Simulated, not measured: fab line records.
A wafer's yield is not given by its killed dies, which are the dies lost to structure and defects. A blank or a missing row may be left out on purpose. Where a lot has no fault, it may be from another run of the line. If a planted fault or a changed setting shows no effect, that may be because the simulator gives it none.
Matching of chambers	flow n5Finfet	N5_BEOL_M9_CURE_71 on uvCure-03: 3 sister chambers
The step cures SiCOH lowk, time 240 s. 16 wafers are shown with their chamber, then 8 later ones without.

WAFERS WITH THEIR CHAMBER
wafer	chamber	wafer_temp_C_max	lampPowerPct (%)
L074.4	1	387.0	52.27
L074.5	1	387.1	52.29
L074.6	1	387.0	52.33
L076.1	1	387.0	52.34
L076.3	1	387.0	52.23
L076.4	1	386.5	52.27
L079.2	2	387.0	52.29
L079.3	2	387.5	52.31
L079.5	2	387.0	52.32
L081.1	0	386.0	52.32
L081.4	0	385.7	52.40
L081.6	0	386.7	52.36
L081.2	0	386.1	52.35
L081.3	0	385.9	52.30
L081.5	0	386.1	52.34
L083.1	1	387.4	52.25

SIGNATURES (averages over the wafers above)
reading	chamber 0	chamber 1	chamber 2	scatter within a chamber
wafer_temp_C_max	386.083	387.000	387.167	0.298
lampPowerPct	52.3450	52.2829	52.3067	0.0353
Rule: a wafer lies at a distance from a chamber equal to the root of the sum of squares, over the readings, of (its reading less the chamber's mean, divided by the reading's scatter). If the next closest chamber is less than 2 further off than the closest, the wafer can't be placed; otherwise it belongs to the closest. The scatter: the root of (the sum of the squares of (reading less its chamber's mean) over the shown wafers, divided by (wafers less chambers)).

WAFERS WITH NO CHAMBER GIVEN
wafer	wafer_temp_C_max	lampPowerPct (%)
L083.2	387.0	52.24
L083.5	387.4	52.29
L087.3	387.2	52.20
L087.4	386.2	52.19
L087.6	387.1	52.19
L089.4	386.1	52.30
L089.5	386.1	52.31
L089.6	385.8	52.40

CHAMBER TAKEN BY EACH
wafer	from the rows above	in truth
L083.2	can't be placed: 1 or 2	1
L083.5	can't be placed: 2 or 1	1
L087.3	can't be placed: 1 or 2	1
L087.4	can't be placed: 1 or 0 or 2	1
L087.6	can't be placed: 1 or 2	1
L089.4	can't be placed: 0 or 1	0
L089.5	0	0
L089.6	0	0
2 of 8 placed correctly. Not placeable from these rows: 6 (in 6, the candidates include the true chamber). Wrongly placed: 0.
